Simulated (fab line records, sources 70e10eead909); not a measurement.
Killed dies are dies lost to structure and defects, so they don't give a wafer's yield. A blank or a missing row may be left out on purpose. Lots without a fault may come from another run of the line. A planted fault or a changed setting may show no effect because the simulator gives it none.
Which tool did it? | flow nand_harc | 24 lots, 72 wafers sampled, at 3 steps of a route of 1302

WHAT THE GAUGES READ, wafer by wafer
NHARC_A_CONTACT_OVL_MEAS_09. Usual: overlay_x_nm 0.0 nm, standard deviation 0.69; overlay_y_nm -0.1 nm, standard deviation 0.88.
lot  | measured     | on         | overlay_x_nm (nm) | overlay_y_nm (nm) | flag
L075 | day 23 02:00 | overlay-01 | -0.3 -0.2 0.5     | 0.4 0.6 0.4       |
L074 | day 23 04:59 | overlay-02 | -1.6 -0.8 -0.7    | 0.2 0.0 0.7       |
L077 | day 23 05:35 | overlay-02 | 0.0 0.2 -0.1      | 0.6 0.1 -0.1      |
L076 | day 23 07:17 | overlay-02 | -0.4 -0.2 -0.3    | -1.1 -1.4 -0.9    |
L079 | day 23 18:31 | overlay-02 | 0.3 0.4 0.7       | -0.8 -1.2 -0.6    |
L078 | day 23 19:40 | overlay-01 | -0.8 -0.5 -0.7    | -1.6 -1.0 -1.1    |
L080 | day 24 18:56 | overlay-01 | 0.4 0.6 0.5       | -0.5 0.1 -0.4     |
L081 | day 25 17:29 | overlay-02 | 0.6 0.4 -0.2      | -0.2 0.0 -0.2     |
L082 | day 25 22:57 | overlay-02 | 1.7 1.2 0.9       | -1.3 -1.5 -1.1    |
L083 | day 26 05:30 | overlay-01 | 0.5 1.1 0.7       | 1.0 0.3 0.9       |
L086 | day 27 03:12 | overlay-01 | 0.0 -0.6 -0.2     | -0.8 -1.1 -1.1    |
L084 | day 27 06:08 | overlay-01 | -0.8 -0.1 -0.5    | -1.1 -1.3 -1.0    |
L085 | day 27 07:54 | overlay-02 | 0.0 0.1 -0.3      | -0.7 -0.8 -1.0    |
L087 | day 28 02:20 | overlay-01 | -0.6 -0.2 -0.7    | 0.8 0.8 -0.1      |
L089 | day 28 19:20 | overlay-02 | -0.9 -0.7 -0.8    | 0.0 0.3 0.0       |
L088 | day 29 03:46 | overlay-01 | 0.8 0.1 0.4       | 0.4 -0.7 -0.3     |
L090 | day 29 05:25 | overlay-01 | -0.4 -0.5 -0.1    | 1.3 0.5 0.8       |
L093 | day 30 01:11 | overlay-02 | 1.1 1.0 1.0       | -1.0 -1.0 -0.4    |
L094 | day 30 02:22 | overlay-01 | -1.3 -1.2 -0.7    | 1.2 0.8 1.4       |
L092 | day 30 05:53 | overlay-01 | 0.9 0.8 0.5       | -0.6 -0.4 -0.6    |
L091 | day 30 09:18 | overlay-01 | 0.5 0.1 0.0       | 2.3 2.2 2.2       |
L095 | day 31 03:23 | overlay-02 | 0.5 0.2 -0.1      | -0.5 -0.5 -0.5    |
L097 | day 32 02:54 | overlay-01 | -0.2 -0.1 0.0     | 0.2 0.2 -0.3      |
L096 | day 32 05:05 | overlay-02 | -1.0 -1.1 -0.8    | 0.2 0.5 0.0       |

NHARC_A_CONTACT_INSPECT_10. Usual: raw_defect_count 92, standard deviation 37.
lot  | measured     | on                | raw_defect_count | flag
L075 | day 23 02:02 | defect_inspect-01 | 119 126 130      |
L074 | day 23 05:01 | defect_inspect-02 | 60 89 73         |
L077 | day 23 05:37 | defect_inspect-02 | 100 87 90        |
L076 | day 23 07:19 | defect_inspect-02 | 162 138 161      |
L079 | day 23 18:34 | defect_inspect-02 | 102 101 94       |
L078 | day 23 19:43 | defect_inspect-02 | 30 29 25         |
L080 | day 24 18:59 | defect_inspect-02 | 113 119 91       |
L081 | day 25 17:31 | defect_inspect-02 | 103 79 99        |
L082 | day 25 22:59 | defect_inspect-02 | 89 78 91         |
L083 | day 26 05:32 | defect_inspect-02 | 81 83 87         |
L086 | day 27 03:14 | defect_inspect-02 | 45 50 36         |
L084 | day 27 06:10 | defect_inspect-01 | 54 53 56         |
L085 | day 27 07:56 | defect_inspect-02 | 64 67 53         |
L087 | day 28 02:22 | defect_inspect-02 | 138 157 152      |
L089 | day 28 19:22 | defect_inspect-02 | 155 160 138      |
L088 | day 29 03:47 | defect_inspect-02 | 39 33 23         |
L090 | day 29 05:28 | defect_inspect-02 | 83 68 76         |
L093 | day 30 01:14 | defect_inspect-02 | 102 89 114       |
L094 | day 30 02:24 | defect_inspect-01 | 81 64 91         |
L092 | day 30 05:55 | defect_inspect-02 | 90 125 121       |
L091 | day 30 09:20 | defect_inspect-02 | 74 70 86         |
L095 | day 31 03:26 | defect_inspect-02 | 66 59 76         |
L097 | day 32 02:56 | defect_inspect-01 | 123 134 135      |
L096 | day 32 05:07 | defect_inspect-01 | 129 126 134      |

WHICH TOOL RAN EACH LOT (tool, then ch and the chambers of the sampled wafers, then the start)
lot  | NHARC_A_CONTACT_DEP_85
L075 | pecvd-03 ch 0,1,2, day 23 01:19
L074 | pecvd-03 ch 0,1,2, day 23 04:15
L077 | pecvd-02 ch 1,2, day 23 04:57
L076 | pecvd-03 ch 1,2, day 23 06:28
L079 | pecvd-02 ch 1,2, day 23 17:45
L078 | pecvd-04 ch 0,1, day 23 18:52
L080 | pecvd-03 ch 0,1,2, day 24 18:20
L081 | pecvd-03 ch 0,1, day 25 16:41
L082 | pecvd-03 ch 0,1,2, day 25 22:08
L083 | pecvd-04 ch 0,1,2, day 26 04:41
L086 | pecvd-03 ch 0,1, day 27 02:25
L084 | pecvd-03 ch 0,1,2, day 27 05:19
L085 | pecvd-02 ch 0,2, day 27 07:07
L087 | pecvd-02 ch 0,1,2, day 28 01:43
L089 | pecvd-04 ch 0,1,2, day 28 18:30
L088 | pecvd-04 ch 0,1,2, day 29 02:57
L090 | pecvd-02 ch 1,2, day 29 04:40
L093 | pecvd-04 ch 0,2, day 30 00:23
L094 | pecvd-04 ch 0,1,2, day 30 01:43
L092 | pecvd-02 ch 0,2, day 30 05:04
L091 | pecvd-04 ch 0,1,2, day 30 08:37
L095 | pecvd-02 ch 0,1,2, day 31 02:40
L097 | pecvd-03 ch 0,1, day 32 02:14
L096 | pecvd-02 ch 1,2, day 32 04:16
- NHARC_A_CONTACT_DEP_85: deposits SiON, target thk 60 nm.

WHAT THE TOOLS THEMSELVES READ (means of the sampled wafers that have a number; where no wafer has one, the mark that the record gives instead)
NHARC_A_CONTACT_DEP_85. Usual: heater_power_w 722 W, standard deviation 74; showerhead_vpp_V 1147 V, standard deviation 45.
lot  | tool     | heater_power_w (W) | showerhead_vpp_V (V) | flag
L075 | pecvd-03 | 701                | 1145                 |
L074 | pecvd-03 | 696                | 1150                 |
L077 | pecvd-02 | 801                | 1112                 |
L076 | pecvd-03 | 708                | 1128                 |
L079 | pecvd-02 | 823                | 1120                 |
L078 | pecvd-04 | 716                | 1111                 |
L080 | pecvd-03 | 709                | 1140                 |
L081 | pecvd-03 | 714                | 1167                 |
L082 | pecvd-03 | 681                | 1134                 |
L083 | pecvd-04 | 760                | 1157                 |
L086 | pecvd-03 | 699                | 1168                 |
L084 | pecvd-03 | 620                | 1144                 |
L085 | pecvd-02 | 725                | 1150                 |
L087 | pecvd-02 | 714                | 1149                 |
L089 | pecvd-04 | 725                | 1150                 |
L088 | pecvd-04 | 800                | 1146                 |
L090 | pecvd-02 | 728                | 1113                 |
L093 | pecvd-04 | 828                | 1186                 |
L094 | pecvd-04 | 756                | 1146                 |
L092 | pecvd-02 | 711                | 1138                 |
L091 | pecvd-04 | 746                | 1156                 |
L095 | pecvd-02 | 747                | 1137                 |
L097 | pecvd-03 | 694                | 1157                 |
L096 | pecvd-02 | 694                | 1117                 |

THE ANSWER, worked out from the rows above alone
Rule: a lot is off if the mean of its wafers that have a number lies more than 3 standard deviations from the usual mean. A lot without any number at a reading at which 4 lots or more have one is off too. The other lots that the step has rows for count as sound. The gauges are gone through in route order, then the tools' own readings, and for those a lot's mean is taken as printed above. The first step at which some lot is off is used, and at that step the reading that is off furthest; a lot without a number counts as furthest.
No lot is off at any reading shown: from this, nothing can be told.

WHAT THE SIMULATOR HAD PUT IN
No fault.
